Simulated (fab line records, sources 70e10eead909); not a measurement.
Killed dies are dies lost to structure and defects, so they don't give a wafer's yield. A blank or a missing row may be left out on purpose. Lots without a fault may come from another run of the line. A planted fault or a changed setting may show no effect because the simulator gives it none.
fab line records | flow nand_harc | part 2 of 2: steps 30 to 38 of 38
record lots=5 wafers=15 last_day=24
route steps=1159 shown THIN_TSV@1118
lots that met no fault: from a run of the same line without faults
start_h: hours from the record's first day to the start of the lot's first wafer shown | wait_h: hours since the lot's step before | " the same as in the row above | L1.1+2: a row that stands for several wafers | - no value, or no start given | * or withheld: withheld | < > ~ a bound
route shown NAME@n: a module of which the file shows steps, and the number in the route of the first | usual: mean/standard deviation of fault-free wafers | same: alike in all rows | chamber/n: place in a boat | sites: the reading at each site | _std_site: their standard deviation | _edge_site: outer sites' mean less inner sites' | radius_mm: how far each site lies from the wafer's centre | mask NAME#n: copy n | behind: the tool/chamber that last shaped the wafer | hold: why the lot was held/for how many hours/how that ended | device: the transistor (n, p or np) that didn't switch | end of line: the same wafers' tests at the end of the route | a step without rows: its recipe alone | killed: dies lost to structure and defects at the first sort, not the wafer's yield | map: a wafer's dies, x killed, . not, _ none there
set.NAME: the setting as run; set.NAME@STEP: as run at that earlier step | model.NAME: the simulator's own value behind a step, which no gauge read
lots at some steps of the route; a table a step, a row a wafer
services: from which hour (start_h, from the record's first day; less than 0 if before it) a tool's chamber was out of use, for how many hours, and why
## steps
# step NHARC_THIN_TSV_CD_MEAS_33
# recipe target_cd_nm=5000 landing_energy_ev=500
# usual cd_nm=5001.0/2.2
# columns lot.wafer tool chamber start_h wait_h cd_nm
L087.2 cd_sem-02 0 493.99 - 5000.6
L087.4 " 0 " " 4998.8
L087.6 " 0 " " 5000.9
L088.1 cd_sem-02 0 534.30 - 5001.8
L088.2 " 0 " " 5002.2
L088.5 " 0 " " 5001.4
L092.1 cd_sem-02 0 547.64 - 5000.5
L092.4 " 0 " " 4994.7
L092.5 " 0 " " 4998.0
L095.1 cd_sem-02 0 568.14 - 4999.0
L095.5 " 0 " " 5003.8
L095.6 " 0 " " 5001.1
L097.1 cd_sem-02 0 569.05 - 5003.1
L097.2 " 0 " " 5004.7
L097.3 " 0 " " 5000.1
# step NHARC_THIN_TSV_HARDBAKE_34
# recipe temp_c=125 time_s=80
# columns lot.wafer tool chamber start_h wait_h
L087.2+4+6 litho_track-03 0 494.07 -
L088.1+2+5 litho_track-03 0 534.38 -
L092.1+4+5 litho_track-03 0 547.72 -
L095.1+5+6 litho_track-07 0 568.22 -
L097.1+2+3 litho_track-07 0 569.13 -
# step NHARC_THIN_TSV_DESCUM_35
# recipe time_s=3 o2_flow_sccm=200 ar_flow_sccm=0 bias_power_w=0 chemistry=O2
# usual drypump_motor_current_A=5.76/0.28 oes_product_au=1.002/0.01 rf_vpp_V=57.9/0.82 showerhead_plenum_p_Torr=1.96/0.077 throttle_valve_pct=11.311/0.0084
# same bias_power_w=0
# columns lot.wafer tool chamber start_h wait_h drypump_motor_current_A oes_product_au rf_hours_counter_h rf_vpp_V showerhead_plenum_p_Torr throttle_valve_pct
L087.4 rie_diel-13 2 494.17 - 5.72 1.001 3 57.3 1.89 11.319
L087.2 " 3 " " 6.15 0.999 3 57.3 2.05 11.300
L087.6 " 0 " " 5.66 1.040 - 58.8 1.86 11.328
L088.2 rie_diel-05 3 534.46 - 5.67 0.998 1 57.0 2.00 11.317
L088.1 " 0 " " 6.22 1.016 1 57.6 2.03 11.310
L088.5 " 0 " " 6.16 1.010 - 56.8 2.03 11.306
L092.1 rie_diel-13 1 547.81 - 5.73 1.012 9 56.9 2.02 11.313
L092.4 " 3 " " 6.16 0.992 9 57.3 2.05 11.304
L092.5 " 0 " " 5.64 1.022 - 58.1 1.86 11.313
L095.1 rie_diel-13 2 568.31 - 5.69 0.992 11 58.6 1.89 11.318
L095.5 " 1 " " 5.73 1.002 - 58.5 2.02 11.310
L095.6 " 2 " " 5.69 1.014 - 58.3 1.89 11.312
L097.3 rie_diel-01 2 569.21 - 5.85 0.999 6 57.3 2.00 11.304
L097.2 " 3 " " 5.14 0.991 6 57.7 2.01 11.317
L097.1 " 0 " " 5.63 1.001 5 58.6 1.95 11.298
# step NHARC_THIN_TSV_ETCH_59
# recipe target_depth_a=8800 icp_w=900 bias_w=100 Cl2_flow_sccm=60 bcl3_flow_sccm=30 time_s=138.1 chemistry=Cl2/BCl3
# usual drypump_motor_current_A=5.7/0.53 he_backside_leak_sccm=3.4/0.3 oes_product_au=0.999/0.0093 throttle_valve_pct=22.263/0.0095
# columns lot.wafer tool chamber start_h wait_h drypump_motor_current_A he_backside_leak_sccm oes_product_au rf_hours_counter_h throttle_valve_pct
L087.2 rie_metal-02 1 494.31 0.1 5.5 3.2 0.999 2.4 22.250
L087.4 " 1 " " 5.5 3.4 0.994 - 22.263
L087.6 " 1 " " 5.5 3.2 0.995 - 22.263
L088.2 rie_metal-01 1 534.59 0.1 6.0 3.4 1.018 0.6 22.268
L088.1 " 0 " " 5.1 3.3 1.002 0.6 22.254
L088.5 " 0 " " 5.1 3.2 1.008 - 22.254
L092.1 rie_metal-02 1 547.94 0.1 5.5 3.3 1.005 3.5 22.258
L092.4 " 0 " " 6.0 3.2 0.995 - 22.273
L092.5 " 1 " " 5.5 3.2 1.000 - 22.259
L095.1 rie_metal-03 0 568.43 0.1 5.1 3.7 0.983 3.2 22.262
L095.6 " 0 " " 5.0 3.6 0.994 - 22.255
L095.5 " 1 " " 6.5 3.3 0.983 - 22.257
L097.2 rie_metal-01 0 569.35 0.1 5.1 2.9 0.998 1.7 22.261
L097.1 " 1 " " 6.0 3.6 0.997 1.7 22.236
L097.3 " 1 " " 6.0 3.5 0.997 - 22.268
# step NHARC_THIN_TSV_ETCH_36
# recipe target_depth_a=650 over_etch_frac=0.3 time_s=18.571 ion_energy_ev=150 chemistry=Cl2/BCl3
# usual drypump_motor_current_A=5.7/0.53 he_backside_leak_sccm=3.4/0.36 oes_product_au=1.000/0.0086
# columns lot.wafer tool chamber start_h wait_h drypump_motor_current_A he_backside_leak_sccm oes_product_au rf_hours_counter_h
L087.2 rie_metal-02 0 494.54 0.2 6.0 3.3 1.005 2.6
L087.4 " 0 " " 6.1 3.5 0.984 -
L087.6 " 1 " " 5.4 3.1 1.003 -
L088.1 rie_metal-01 1 534.85 0.2 5.9 3.7 1.012 0.7
L088.2 " 0 " " 5.1 3.1 0.995 0.7
L088.5 " 1 " " 5.9 3.6 1.018 -
L092.1 rie_metal-02 0 548.21 0.2 6.0 3.3 1.002 4.5
L092.4 " 1 " " 5.5 3.0 0.998 -
L092.5 " 1 " " 5.4 2.9 1.008 -
L095.1 rie_metal-03 1 568.69 0.2 6.4 3.3 0.991 3.3
L095.5 " 1 " " 6.5 3.3 0.989 -
L095.6 " 0 " " 5.1 3.4 0.980 -
L097.1 rie_metal-01 1 569.61 0.2 6.0 3.5 1.003 1.8
L097.2 " 0 " " 5.1 3.0 0.989 1.8
L097.3 " 0 " " 5.1 2.9 0.993 -
# step NHARC_THIN_TSV_STRIP_56
# recipe power_w=1500 temp_c=250 chemistry=O2
# usual drypump_motor_current_A=5.8/0.62 heater_power_w=330/31 rf_refl_power_W=20/6.3
# columns lot.wafer tool chamber start_h wait_h drypump_motor_current_A heater_power_w rf_hours_counter_h rf_refl_power_W
L087.2 plasma_asher-02 0 494.65 0.1 6.6 320 43 -
L087.4 " 0 " " 6.6 313 - -
L087.6 " 0 " " 6.7 318 - -
L088.1 plasma_asher-01 0 534.95 0.1 5.5 370 24 13
L088.2 " 1 " " 6.1 324 24 19
L088.5 " 1 " " 6.0 316 - 19
L092.1 plasma_asher-02 1 548.38 0.2 5.0 304 2 20
L092.4 " 1 " " 5.0 314 - 21
L092.5 " 0 " " 6.7 317 - 29
L095.1 plasma_asher-01 0 568.83 0.1 5.5 382 41 14
L095.5 " 1 " " 6.0 327 - 18
L095.6 " 0 " " 5.5 377 - 13
L097.2 plasma_asher-02 1 569.71 0.1 5.0 308 9 -
L097.1 " 0 " " 6.6 315 9 -
L097.3 " 1 " " 5.0 313 - -
# step NHARC_THIN_TSV_STRIP_57
# recipe time_s=1200 temp_c=72.5 chemistry=post_etch_residue_remover
# columns lot.wafer tool chamber start_h wait_h
L087.2+4+6 wet_bench-08 0,2,3 495.01 0.3
L088.1+5+2 wet_bench-10 2,3,5 535.29 0.3
L092.5+1+4 wet_bench-08 6,0,2 548.68 0.1
L095.6+5+1 wet_bench-08 6,1,2 569.13 0.1
L097.1+2+3 wet_bench-08 7,0,3 570.07 0.3
# step NHARC_THIN_TSV_CD_MEAS_37
# usual cd_nm=5001.2/3
# columns lot.wafer tool chamber start_h wait_h cd_nm
L087.2 cd_sem-01 - 495.45 - 5001.6
L087.4 " - " " 4997.6
L087.6 " - " " 5004.2
L088.1 cd_sem-02 - 535.74 - 5002.1
L088.2 " - " " 5006.2
L088.5 " - " " 4998.5
L092.1 cd_sem-02 - 549.12 - 4998.7
L092.4 " - " " 4999.0
L092.5 " - " " 5000.8
L095.1 cd_sem-01 - 569.58 - 5001.1
L095.5 " - " " 5001.6
L095.6 " - " " 5001.8
L097.1 cd_sem-01 - 570.51 - 4995.1
L097.2 " - " " 5003.1
L097.3 " - " " 4997.0
# step NHARC_THIN_TSV_ANNEAL_58
# recipe temp_c=400 time_s=1800
# columns lot.wafer tool chamber start_h wait_h
L087.2+4+6 furnace-08 0 498.44 3.0
L088.1+2+5 furnace-07 0 541.19 5.4
L092.1+4+5 furnace-02 0 553.72 4.6
L095.1+5+6 furnace-02 0 571.20 1.6
L097.1+2+3 furnace-02 0 571.20 0.7
## services
# columns tool chamber start_h hours kind
rie_diel-13 3 469.46 6.8 repair
pecvd-03 - 473.23 13.0 pm
rie_metal-01 - 473.79 0.2 repair
rie_si-01 1 473.95 7.6 repair
rie_si-01 3 476.28 6.1 repair
cmp-01 - 476.75 4.0 pm
rie_diel-13 1 487.77 3.1 repair
rie_diel-01 - 491.92 9.0 pm
plasma_asher-02 - 498.93 1.8 repair
rie_metal-01 - 509.00 9.0 pm
pvd_sputter-01 - 514.02 10.0 pm
litho_track-02 - 515.00 7.0 pm
rie_diel-05 - 517.60 9.0 pm
rie_metal-02 1 518.31 10.0 repair
rie_diel-13 - 536.47 0.5 repair
plasma_asher-02 - 537.00 9.0 pm
litho_track-07 - 539.01 7.0 pm
wet_bench-10 - 540.84 1.0 repair
wet_bench-10 - 544.21 3.7 repair
krf_scanner-02 - 554.00 4.0 pm
rie_diel-05 0 556.71 8.8 repair
rie_diel-05 1 560.43 6.9 repair
litho_track-03 - 563.00 7.0 pm
rie_metal-02 - 565.00 9.0 pm
